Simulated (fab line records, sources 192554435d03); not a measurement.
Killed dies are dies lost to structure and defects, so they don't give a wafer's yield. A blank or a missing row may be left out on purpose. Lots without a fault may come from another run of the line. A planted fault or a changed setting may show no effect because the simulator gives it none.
Split-lot experiment | flow n5_finfet | 7 lots, 39 wafers read, on a route of 1938 steps

THE SPLIT
At N5_GATE_CUT_ALD_22 (deposits SiNx, target thk 16 nm, pulse time 1 s, ald cycles 320), the setting ald_cycles was moved away from the recipe's 320 on 12 of the 39 wafers read, by -11.3% to +10.0%. The other wafers ran this setting at the recipe's value.

The reading is taken at the split's own step.

THE READING
SiNx_of_GATE_CUT_ALD_22.thk_nm (the simulator's own value, which no gauge read), in nm, at N5_GATE_CUT_ALD_22 (deposits SiNx, target thk 16 nm, pulse time 1 s, ald cycles 320). The file gives no usual value for it. The 27 wafers here that ran the recipe average 16.0 nm, standard deviation 0.077 nm.

wafer  | tool, chamber at the split | ald_cycles as run | against the recipe | SiNx_of_GATE_CUT_ALD_22.thk_nm, nm | against lot-mates on the recipe
L074.1 | ald_sin-03, 2,1,2          | 352               | +10.0%             | 17.6                               | +1.5
L074.3 | ald_sin-03, 2,1,2          | 352               | +10.0%             | 17.6                               | +1.5
L074.5 | ald_sin-03, 2,1,2          | 352               | +10.0%             | 17.6                               | +1.5
L074.2 | ald_sin-03, 0              | 320               | recipe             | 16.2                               | -
L074.4 | ald_sin-03, 3              | 320               | recipe             | 16                                 | -
L074.6 | ald_sin-03, 3              | 320               | recipe             | 16                                 | -
L075.1 | ald_sin-01, 0,3            | 320               | recipe             | 16                                 | -
L075.3 | ald_sin-01, 0,3            | 320               | recipe             | 16                                 | -
L075.2 | ald_sin-01, 1,2,2          | 284               | -11.3%             | 14.2                               | -1.7
L075.4 | ald_sin-01, 1,2,2          | 284               | -11.3%             | 14.2                               | -1.7
L075.6 | ald_sin-01, 1,2,2          | 284               | -11.3%             | 14.2                               | -1.7
L075.5 | ald_sin-01, 1              | 320               | recipe             | 15.8                               | -
L079.2 | ald_sin-02, 0,1,3          | 320               | recipe             | 16                                 | -
L079.3 | ald_sin-02, 0,1,3          | 320               | recipe             | 16                                 | -
L079.4 | ald_sin-02, 0,1,3          | 320               | recipe             | 16                                 | -
L081.1 | ald_sin-03, 0,1,3          | 352               | +10.0%             | 17.6                               | +1.6
L081.2 | ald_sin-03, 0,1,3          | 352               | +10.0%             | 17.6                               | +1.6
L081.3 | ald_sin-03, 0,1,3          | 352               | +10.0%             | 17.6                               | +1.6
L081.4 | ald_sin-03, 2,1,2          | 320               | recipe             | 16                                 | -
L081.5 | ald_sin-03, 2,1,2          | 320               | recipe             | 16                                 | -
L081.6 | ald_sin-03, 2,1,2          | 320               | recipe             | 16                                 | -
L087.1 | ald_sin-02, 2,1,3,0,1      | 320               | recipe             | 16                                 | -
L087.2 | ald_sin-02, 2,1,3,0,1      | 320               | recipe             | 16                                 | -
L087.3 | ald_sin-02, 2,1,3,0,1      | 320               | recipe             | 16                                 | -
L087.4 | ald_sin-02, 2,1,3,0,1      | 320               | recipe             | 16                                 | -
L087.5 | ald_sin-02, 2,1,3,0,1      | 320               | recipe             | 16                                 | -
L087.6 | ald_sin-02, 0              | 320               | recipe             | 15.8                               | -
L090.1 | ald_sin-03, 2,1,3,1,2      | 320               | recipe             | 16                                 | -
L090.3 | ald_sin-03, 2,1,3,1,2      | 320               | recipe             | 16                                 | -
L090.4 | ald_sin-03, 2,1,3,1,2      | 320               | recipe             | 16                                 | -
L090.5 | ald_sin-03, 2,1,3,1,2      | 320               | recipe             | 16                                 | -
L090.6 | ald_sin-03, 2,1,3,1,2      | 320               | recipe             | 16                                 | -
L090.2 | ald_sin-03, 0              | 320               | recipe             | 16.2                               | -
L094.1 | ald_sin-03, 0,1,3          | 297               | -7.2%              | 14.8                               | -1.2
L094.3 | ald_sin-03, 0,1,3          | 297               | -7.2%              | 14.8                               | -1.2
L094.4 | ald_sin-03, 0,1,3          | 297               | -7.2%              | 14.8                               | -1.2
L094.2 | ald_sin-03, 2,3,0          | 320               | recipe             | 16                                 | -
L094.5 | ald_sin-03, 2,3,0          | 320               | recipe             | 16                                 | -
L094.6 | ald_sin-03, 2,3,0          | 320               | recipe             | 16                                 | -
Where a row lists several chambers, the file gives one row for several wafers and doesn't say which wafer went through which chamber.

THE FIT
A straight line over all 39 wafers: SiNx_of_GATE_CUT_ALD_22.thk_nm changes by +0.161 nm for each +1% of ald_cycles; r = +1.00; the points scatter about the line by 0.067 nm.
The same after taking each lot's own level away (the mean of its wafers on the recipe; 39 wafers): +0.157 nm for each +1%; r = +1.00; scatter 0.063 nm.
On that fit, the largest move of ald_cycles shifts the reading by 1.8 nm.
The lots' own levels span 15.93 to 16.07 nm, that is 1.7 times the standard deviation above.
So the lot-to-lot level changes the slope little: the two slopes agree.
Check: with one of the wafers moved furthest among these (-11.3%) left out of the fit, the line predicts -1.78 nm for it against its lot-mates. It came out at -1.73 nm against them.

OTHER SPLITS ON THESE WAFERS
These wafers also went through other splits before the reading. Each is held against what the fit with the lots' levels taken away leaves over:
other split on the same wafers               | wafers away from the commonest value | r with SiNx_of_GATE_CUT_ALD_22.thk_nm (lot level and that fit taken away)
N5_PMOS_HMC_CHANNEL_EPI_FIN_RECESS_16 time_s | 12                                   | +0.11
N5_FIN_CUT_CUT_ETCH_26 target_depth_a        | 15                                   | -0.11
N5_SD_EPI_N_LINER_46 target_thk_a            | 12                                   | -0.05

THE FILE'S OWN FIT
SiNx_of_GATE_CUT_ALD_22.thk_nm changes by +0.157 nm for each +1% of ald_cycles, r = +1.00.
